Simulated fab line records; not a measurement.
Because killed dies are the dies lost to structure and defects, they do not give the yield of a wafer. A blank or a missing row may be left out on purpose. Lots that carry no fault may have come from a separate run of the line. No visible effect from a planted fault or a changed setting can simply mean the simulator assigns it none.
Matching of chambers || flow n5 finfet || cvd co-02 running N5_BEOL_M5_CO_CAP_78: 3 sister chambers
The step material Co, precursor CCTBA/H2, target thk 2 nm, time 102.1 s. 27 wafers are shown with their chamber, then 12 later ones without.

## WAFERS WITH THEIR CHAMBER
{"wafer": "L074.1", "chamber": 1, "heater power w (W)": 239}
{"wafer": "L074.4", "chamber": 1, "heater power w (W)": 229}
{"wafer": "L074.6", "chamber": 0, "heater power w (W)": 221}
{"wafer": "L075.1", "chamber": 2, "heater power w (W)": 214}
{"wafer": "L075.2", "chamber": 0, "heater power w (W)": 225}
{"wafer": "L075.3", "chamber": 1, "heater power w (W)": 228}
{"wafer": "L075.4", "chamber": 0, "heater power w (W)": 226}
{"wafer": "L075.5", "chamber": 2, "heater power w (W)": 222}
{"wafer": "L075.6", "chamber": 1, "heater power w (W)": 231}
{"wafer": "L076.3", "chamber": 0, "heater power w (W)": 229}
{"wafer": "L076.4", "chamber": 0, "heater power w (W)": 228}
{"wafer": "L076.6", "chamber": 2, "heater power w (W)": 226}
{"wafer": "L077.1", "chamber": 0, "heater power w (W)": 228}
{"wafer": "L077.2", "chamber": 2, "heater power w (W)": 219}
{"wafer": "L077.3", "chamber": 1, "heater power w (W)": 227}
{"wafer": "L077.4", "chamber": 2, "heater power w (W)": 224}
{"wafer": "L077.5", "chamber": 1, "heater power w (W)": 230}
{"wafer": "L077.6", "chamber": 0, "heater power w (W)": 232}
{"wafer": "L080.1", "chamber": 0, "heater power w (W)": 226}
{"wafer": "L080.3", "chamber": 2, "heater power w (W)": 222}
{"wafer": "L080.6", "chamber": 2, "heater power w (W)": 218}
{"wafer": "L085.2", "chamber": 1, "heater power w (W)": 236}
{"wafer": "L085.4", "chamber": 0, "heater power w (W)": 234}
{"wafer": "L085.5", "chamber": 2, "heater power w (W)": 222}
{"wafer": "L086.1", "chamber": 2, "heater power w (W)": 223}
{"wafer": "L086.3", "chamber": 0, "heater power w (W)": 227}
{"wafer": "L086.5", "chamber": 2, "heater power w (W)": 217}

SIGNATURES (means of the wafers above)
{"reading": "heater power w", "chamber 0": 227.60, "chamber 1": 231.43, "chamber 2": 220.70, "scatter within a chamber": 3.84}
Rule: for each reading, subtract the chamber's mean from the wafer's reading, divide by that reading's scatter and square the result; add these up over the readings and take the root, which gives the wafer's distance from the chamber. If the next closest chamber is less than 2 further off than the closest, the wafer can't be placed; otherwise it belongs to the closest. The scatter is the square root of a quotient: the sum, over the shown wafers, of each reading's squared deviation from its chamber's mean, divided by wafers minus chambers.

## WAFERS MISSING THEIR CHAMBER
{"wafer": "L084.3", "heater power w (W)": 223}
{"wafer": "L084.5", "heater power w (W)": 227}
{"wafer": "L084.6", "heater power w (W)": 237}
{"wafer": "L088.2", "heater power w (W)": 240}
{"wafer": "L088.5", "heater power w (W)": 237}
{"wafer": "L088.6", "heater power w (W)": 230}
{"wafer": "L093.2", "heater power w (W)": 225}
{"wafer": "L093.5", "heater power w (W)": 242}
{"wafer": "L093.6", "heater power w (W)": 220}
{"wafer": "L092.3", "heater power w (W)": 218}
{"wafer": "L092.5", "heater power w (W)": 221}
{"wafer": "L092.6", "heater power w (W)": 237}

## THE CHAMBER EACH PASSED THROUGH
{"wafer": "L084.3", "from the rows above": "can't be placed: 2 or 0 or 1", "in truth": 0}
{"wafer": "L084.5", "from the rows above": "can't be placed: 0 or 1 or 2", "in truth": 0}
{"wafer": "L084.6", "from the rows above": "can't be placed: 1 or 0", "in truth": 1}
{"wafer": "L088.2", "from the rows above": "can't be placed: 1 or 0", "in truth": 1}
{"wafer": "L088.5", "from the rows above": "can't be placed: 1 or 0", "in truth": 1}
{"wafer": "L088.6", "from the rows above": "can't be placed: 1 or 0", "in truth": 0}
{"wafer": "L093.2", "from the rows above": "can't be placed: 0 or 2 or 1", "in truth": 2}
{"wafer": "L093.5", "from the rows above": "can't be placed: 1 or 0", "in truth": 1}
{"wafer": "L093.6", "from the rows above": "can't be placed: 2 or 0", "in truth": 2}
{"wafer": "L092.3", "from the rows above": "can't be placed: 2 or 0", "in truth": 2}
{"wafer": "L092.5", "from the rows above": "can't be placed: 2 or 0", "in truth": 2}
{"wafer": "L092.6", "from the rows above": "can't be placed: 1 or 0", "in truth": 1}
Correctly placed: 0 of 12. Not placeable from these rows: 12 (in 12, the candidates include the true chamber). Wrongly placed: 0.
